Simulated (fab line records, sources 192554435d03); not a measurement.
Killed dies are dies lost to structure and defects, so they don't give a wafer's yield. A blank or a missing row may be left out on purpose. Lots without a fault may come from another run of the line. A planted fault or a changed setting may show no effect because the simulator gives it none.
Which tool did it? | flow n5_finfet | 24 lots, 72 wafers sampled, at 4 steps of a route of 1938

WHAT THE GAUGES READ, wafer by wafer
N5_BEOL_M14_RS_MEAS_54: measures by four-point-probe. Usual: M14_RS 0.0331 ohm/sq, standard deviation 0.0008.
lot  | measured     | on            | M14_RS (ohm/sq)      | flag
L074 | day 12 00:56 | film_metro-02 | 0.0333 0.0335 0.0318 |
L076 | day 12 01:26 | film_metro-01 | 0.0331 0.0351 0.0331 |
L075 | day 12 09:57 | film_metro-01 | 0.0348 0.0332 0.0346 |
L077 | day 12 10:08 | film_metro-02 | 0.0334 0.0320 0.0323 |
L078 | day 13 00:37 | film_metro-01 | 0.0335 0.0326 0.0337 |
L080 | day 13 05:34 | film_metro-02 | 0.0332 0.0327 0.0327 |
L079 | day 13 09:01 | film_metro-01 | 0.0331 0.0332 0.0327 |
L082 | day 13 13:30 | film_metro-02 | 0.0333 0.0318 0.0317 |
L083 | day 13 15:58 | film_metro-01 | 0.0330 0.0319 0.0333 |
L081 | day 13 18:07 | film_metro-01 | 0.0333 0.0323 0.0334 |
L084 | day 13 23:32 | film_metro-02 | 0.0330 0.0330 0.0331 |
L085 | day 14 17:23 | film_metro-02 | 0.0333 0.0325 0.0335 |
L087 | day 14 21:01 | film_metro-02 | 0.0336 0.0336 0.0337 |
L086 | day 14 21:20 | film_metro-02 | 0.0333 0.0320 0.0334 |
L089 | day 15 05:59 | film_metro-02 | 0.0326 0.0337 0.0337 |
L090 | day 15 23:19 | film_metro-02 | 0.0351 0.0331 0.0349 |
L088 | day 15 23:41 | film_metro-01 | 0.0334 0.0330 0.0330 |
L091 | day 16 00:28 | film_metro-01 | 0.0331 0.0319 0.0324 |
L092 | day 16 04:47 | film_metro-01 | 0.0321 0.0322 0.0317 |
L093 | day 16 19:02 | film_metro-01 | 0.0332 0.0334 0.0334 |
L095 | day 16 21:15 | film_metro-02 | 0.0336 0.0326 0.0327 |
L096 | day 17 00:16 | film_metro-02 | 0.0325 0.0323 0.0322 |
L094 | day 17 04:29 | film_metro-02 | 0.0332 0.0331 0.0329 |
L097 | day 17 08:30 | film_metro-01 | 0.0334 0.0351 0.0330 |

N5_BEOL_M15_OVL_MEAS_11. Usual: V14_OVL -1 nm, standard deviation 5.3.
lot  | measured     | on         | V14_OVL (nm) | flag
L074 | day 12 01:49 | overlay-02 | -2 -5 -5     |
L076 | day 12 02:12 | overlay-02 | -3 -3 -12    |
L075 | day 12 10:44 | overlay-02 | 5 9 4        |
L077 | day 12 10:54 | overlay-02 | 1 -5 2       |
L078 | day 13 01:17 | overlay-02 | 3 -1 6       |
L080 | day 13 06:15 | overlay-02 | -7 0 0       |
L079 | day 13 09:40 | overlay-02 | -1 -2 -1     |
L082 | day 13 14:10 | overlay-02 | -8 -6 -13    |
L083 | day 13 16:37 | overlay-02 | 6 5 -5       |
L081 | day 13 18:46 | overlay-01 | -12 -4 -3    |
L084 | day 14 00:11 | overlay-02 | 5 9 11       |
L085 | day 14 18:09 | overlay-02 | -5 -3 3      |
L087 | day 14 21:47 | overlay-01 | -4 5 -3      |
L086 | day 14 22:06 | overlay-02 | -9 -12 -9    |
L089 | day 15 06:46 | overlay-02 | 0 4 -7       |
L090 | day 15 23:58 | overlay-02 | -1 2 5       |
L088 | day 16 00:28 | overlay-01 | 5 2 -1       |
L091 | day 16 01:14 | overlay-01 | 8 -1 0       |
L092 | day 16 05:26 | overlay-02 | -4 -3 -3     |
L093 | day 16 19:49 | overlay-02 | 0 -1 -17     |
L095 | day 16 22:01 | overlay-01 | 3 -2 -5      |
L096 | day 17 00:55 | overlay-02 | 1 -6 3       |
L094 | day 17 05:15 | overlay-01 | -10 -6 -13   |
L097 | day 17 09:09 | overlay-02 | 6 -2 0       |

N5_BEOL_M15_CD_MEAS_17: target cd 360 nm. Usual: cd_nm 362.0 nm, standard deviation 2.7.
lot  | measured     | on        | cd_nm (nm)        | flag
L074 | day 12 02:23 | cd_sem-01 | 361.3 367.3 364.7 |
L076 | day 12 02:47 | cd_sem-03 | 363.9 358.8 359.9 |
L075 | day 12 11:17 | cd_sem-02 | 362.0 366.0 363.5 |
L077 | day 12 11:28 | cd_sem-01 | 366.5 367.1 365.7 |
L078 | day 13 01:51 | cd_sem-02 | 367.5 363.9 364.5 |
L080 | day 13 06:54 | cd_sem-02 | 357.5 362.5 360.5 |
L079 | day 13 10:19 | cd_sem-03 | 366.7 362.3 362.0 |
L082 | day 13 15:11 | cd_sem-02 | 359.9 362.0 363.7 |
L083 | day 13 17:10 | cd_sem-03 | 361.1 361.2 363.2 |
L081 | day 13 19:19 | cd_sem-03 | 360.8 357.4 358.7 |
L084 | day 14 00:44 | cd_sem-01 | 361.5 366.0 362.9 |
L085 | day 14 18:47 | cd_sem-03 | 360.3 361.1 356.7 |
L087 | day 14 22:20 | cd_sem-02 | 359.3 359.5 363.7 |
L086 | day 14 22:40 | cd_sem-01 | 360.2 361.5 360.6 |
L089 | day 15 07:19 | cd_sem-01 | 362.1 360.0 367.3 |
L090 | day 16 00:34 | cd_sem-01 | 359.5 362.5 363.0 |
L088 | day 16 01:04 | cd_sem-03 | 358.0 363.8 357.0 |
L091 | day 16 02:22 | cd_sem-01 | 360.7 361.1 362.5 |
L092 | day 16 06:08 | cd_sem-03 | 361.5 362.2 364.4 |
L093 | day 16 20:22 | cd_sem-01 | 358.3 360.4 363.2 |
L095 | day 16 22:36 | cd_sem-01 | 360.3 363.5 363.5 |
L096 | day 17 01:31 | cd_sem-01 | 361.9 361.5 362.5 |
L094 | day 17 05:49 | cd_sem-01 | 362.7 362.0 362.4 |
L097 | day 17 09:43 | cd_sem-03 | 364.4 362.2 360.9 |

WHICH TOOL RAN EACH LOT (tool, then ch and the chambers of the sampled wafers, then the start)
lot  | N5_BEOL_M14_STRIP_37
L074 | rie_diel-01 ch 0,1,2, day 11 22:59
L076 | rie_diel-04 ch 1,2,3, day 11 23:04
L075 | rie_diel-04 ch 1,3, day 12 08:26
L077 | rie_diel-01 ch 1,2, day 12 08:36
L078 | rie_diel-04 ch 0,2,3, day 12 22:42
L080 | rie_diel-04 ch 2,3, day 13 03:52
L079 | rie_diel-04 ch 1,2,3, day 13 07:10
L082 | rie_diel-04 ch 1,2, day 13 11:19
L083 | rie_diel-03 ch 1,2,3, day 13 14:02
L081 | rie_diel-03 ch 0,1, day 13 16:14
L084 | rie_diel-03 ch 0,3, day 13 21:18
L085 | rie_diel-04 ch 1,2, day 14 15:22
L087 | rie_diel-03 ch 1,2, day 14 19:11
L086 | rie_diel-03 ch 0,1, day 14 19:33
L089 | rie_diel-03 ch 0,1,3, day 15 04:23
L090 | rie_diel-03 ch 1,2, day 15 21:29
L088 | rie_diel-03 ch 2,3, day 15 21:38
L091 | rie_diel-04 ch 0,1, day 15 21:50
L092 | rie_diel-01 ch 0,1,2, day 16 02:50
L093 | rie_diel-04 ch 0,1,2, day 16 16:59
L095 | rie_diel-04 ch 1,3, day 16 19:22
L096 | rie_diel-04 ch 0,1,2, day 16 22:34
L094 | rie_diel-01 ch 0,2,3, day 17 02:38
L097 | rie_diel-01 ch 1,2,3, day 17 06:45
- N5_BEOL_M14_STRIP_37: strips in O2.

WHAT THE TOOLS THEMSELVES READ (means of the sampled wafers that have a number; where no wafer has one, the mark that the record gives instead)
N5_BEOL_M14_STRIP_37. Usual: drypump_motor_current_A 5.5 A, standard deviation 0.38; oes_product_au 0.81 a.u., standard deviation 0.076; rf_vpp_V 3.7 V, standard deviation 0.91; showerhead_plenum_p_Torr 2.06 Torr, standard deviation 0.054; temp_c 60.01 C, standard deviation 0.13; throttle_valve_pct 16.54 %, standard deviation 0.21.
lot  | tool        | drypump_motor_current_A (A) | oes_product_au (a.u.) | rf_vpp_V (V) | showerhead_plenum_p_Torr (Torr) | temp_c (C) | throttle_valve_pct (%) | flag
L074 | rie_diel-01 | 5.8                         | 0.80                  | 2.8          | 2.04                            | 60.05      | 16.44                  |
L076 | rie_diel-04 | 5.3                         | 0.80                  | 4.1          | 2.02                            | 59.99      | 16.59                  |
L075 | rie_diel-04 | 5.1                         | 0.78                  | 3.7          | 2.00                            | 60.06      | 16.66                  |
L077 | rie_diel-01 | 5.9                         | 0.86                  | 3.5          | 2.07                            | 59.99      | 16.33                  |
L078 | rie_diel-04 | 5.5                         | 0.84                  | 2.7          | 2.01                            | 60.02      | 16.48                  |
L080 | rie_diel-04 | 5.1                         | 0.75                  | 3.2          | 2.00                            | 60.02      | 16.63                  |
L079 | rie_diel-04 | 5.2                         | 0.78                  | 4.5          | 2.02                            | 60.05      | 16.62                  |
L082 | rie_diel-04 | 5.4                         | 0.81                  | 4.3          | 2.04                            | 59.97      | 16.57                  |
L083 | rie_diel-03 | 5.4                         | 0.87                  | 3.8          | 2.10                            | 59.92      | 16.48                  |
L081 | rie_diel-03 | 5.5                         | 0.77                  | 3.8          | 2.10                            | 60.09      | 16.67                  |
L084 | rie_diel-03 | 6.1                         | 0.76                  | 3.8          | 2.06                            | 60.04      | 16.82                  |
L085 | rie_diel-04 | 5.4                         | 0.80                  | 3.2          | 2.03                            | 59.99      | 16.62                  |
L087 | rie_diel-03 | 5.4                         | 0.83                  | 3.6          | 2.11                            | 59.93      | 16.31                  |
L086 | rie_diel-03 | 6.0                         | 0.73                  | 3.2          | 2.07                            | 59.88      | 16.78                  |
L089 | rie_diel-03 | 5.6                         | 0.80                  | 3.7          | 2.08                            | 59.93      | 16.76                  |
L090 | rie_diel-03 | 5.3                         | 0.80                  | 3.4          | 2.11                            | 60.10      | 16.45                  |
L088 | rie_diel-03 | 5.5                         | 0.85                  | 3.4          | 2.09                            | 59.98      | 16.40                  |
L091 | rie_diel-04 | 5.6                         | 0.85                  | 3.9          | 2.03                            | 60.04      | 16.60                  |
L092 | rie_diel-01 | 5.8                         | 0.84                  | 3.7          | 2.12                            | 60.01      | 16.36                  |
L093 | rie_diel-04 | 5.6                         | 0.82                  | 3.4          | 2.02                            | 60.03      | 16.57                  |
L095 | rie_diel-04 | 5.2                         | 0.76                  | 4.2          | 2.01                            | 59.94      | 16.72                  |
L096 | rie_diel-04 | 5.6                         | 0.82                  | 3.3          | 2.02                            | 59.90      | 16.54                  |
L094 | rie_diel-01 | 5.7                         | 0.89                  | 3.8          | 2.14                            | 60.10      | 16.43                  |
L097 | rie_diel-01 | 5.6                         | 0.84                  | 4.5          | 2.09                            | 60.01      | 16.39                  |

THE ANSWER, worked out from the rows above alone
Rule: a lot is off if the mean of its wafers that have a number lies more than 3 standard deviations from the usual mean. A lot without any number at a reading at which 4 lots or more have one is off too. The other lots that the step has rows for count as sound. The gauges are gone through in route order, then the tools' own readings, and for those a lot's mean is taken as printed above. The first step at which some lot is off is used, and at that step the reading that is off furthest; a lot without a number counts as furthest.
No lot is off at any reading shown: from this, nothing can be told.

WHAT THE SIMULATOR HAD PUT IN
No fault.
